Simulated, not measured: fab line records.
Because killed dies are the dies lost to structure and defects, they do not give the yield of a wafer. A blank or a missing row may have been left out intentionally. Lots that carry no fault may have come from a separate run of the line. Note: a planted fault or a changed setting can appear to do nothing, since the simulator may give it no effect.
Comparing a struck lot with a sound one	flow nand-harc	13 steps out of a route of 1302
Sound: wafers L856.2, L856.4, L856.5. Struck: wafer L860.1. (L860.2, L860.5 of the same lot were not struck and are left out.) The cause comes at the end.
At each step with rows: each side's tool, then ch and its chambers, then its first start. Under that, the readings that differ: sound wafers	struck wafers	difference of the means	sigmas: that difference in standard deviations of wafers without a fault.
alike: words and numbers the same on both sides, and readings whose means are apart by under 2 such deviations; not compared: readings that were withheld, readings missing a value for some wafer, numbers with overlapping values and no deviation given by the record, and bounds like >300 which may hide the same value.
A row with sigmas, a row that says differs or no value, or rows on one side alone: a step with any of these is where the two part. Non-overlapping numbers with no deviation appear without sigmas and do not part them. Lack of a reading on every wafer of one side parts them only where that side has two or more wafers.

NHARC_A_WL_FILL_ALD_02: deposits TiN, target thk 2 nm, pulse time 3 s, ald cycles 100.
  sound on ald-metal-01 ch 1,2,3, day 24 14:52; struck on ald-metal-03 ch 1, day 25 23:20
  alike: heater-power-w, precursor-pulse-height-rel
  not compared: since-wet-clean-h
then, 1 step without rows for these wafers: NHARC_A_WL_FILL_CVD_03 (deposits W, target thk 40 nm, time 279 s).
NHARC_A_WL_FILL_ETCHBACK_04: etches the open film in NF3, target depth 60 nm, time 120 s.
  sound on rie-metal-01 ch 0,1, day 24 15:38; struck on rie-metal-01 ch 1, day 26 00:13
  alike: drypump-motor-current-A, oes-product-au
  not compared: rf-hours-counter-h
NHARC_A_WL_FILL_ETCHBACK_05: etches the open film in Cl2/BCl3, target depth 22 nm, time 60 s.
  sound on rie-metal-01 ch 1, day 24 15:52; struck on rie-metal-01 ch 1, day 26 00:27
  alike: drypump-motor-current-A, oes-product-au
  not compared: rf-hours-counter-h
NHARC_A_WL_FILL_STRIP_27: strips in N2/H2, time 20 s.
  sound on plasma-asher-01 ch 0,1, day 24 16:02; struck on plasma-asher-01 ch 1, day 26 00:35
  alike: drypump-motor-current-A, heater-power-w
  not compared: rf-hours-counter-h
then, 5 steps without rows for these wafers: NHARC_A_WL_FILL_STRIP_28 (strips in post etch residue remover, time 1200 s); NHARC_A_WL_FILL_PRECLEAN_06 (cleans in DIW, time 300 s); NHARC_A_WL_FILL_SRD_07; NHARC_A_WL_FILL_ANNEAL_08 (time 1800 s); NHARC_A_WL_FILL_ALD_10 (deposits SiO2, target thk 50 nm, pulse time 10 s, ald cycles 500).
NHARC_A_WL_FILL_ETCHBACK_16: etches the open film in C4F8/O2/Ar, target depth 120 nm, time 24 s.
  sound on rie-diel-07 ch 0,1,2, day 25 02:29; struck on rie-diel-07 ch 0, day 26 10:22
reading	sound	struck	difference	sigmas
oes-product-au (a.u.)	0.916 0.915 0.920	1.169	+0.252	+8
  alike: rf-vpp-V
  not compared: rf-hours-counter-h
NHARC_A_WL_FILL_STRIP_29: strips in O2, time 20 s.
  sound on rie-diel-07 ch 0,2, day 25 02:35; struck on rie-diel-07 ch 1, day 26 10:28
reading	sound	struck	difference	sigmas
showerhead-plenum-p-Torr (Torr)	3.76 3.38 3.76	3.35	-0.28	-2
  alike: drypump-motor-current-A, oes-product-au, rf-vpp-V, throttle-valve-pct
  not compared: rf-hours-counter-h
-- jump in the record: it breaks off in module A_WL_FILL and resumes in module END (first step shown: number 1302 of the route), and 4 days separate the struck wafers' starts before and after --
NHARC_END_SORT_01:
  the record has rows for the struck wafers here (prober-01 ch 0, day 30 16:33) and none for the sound ones

## WHERE THEY PART
Last at NHARC_END_SORT_01 as far as this record goes, first at NHARC_A_WL_FILL_ETCHBACK_16.

WHY: whatever the simulator had introduced
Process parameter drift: rie-diel-07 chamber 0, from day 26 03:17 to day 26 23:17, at NHARC_A_WL_FILL_ETCHBACK_16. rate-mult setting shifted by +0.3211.
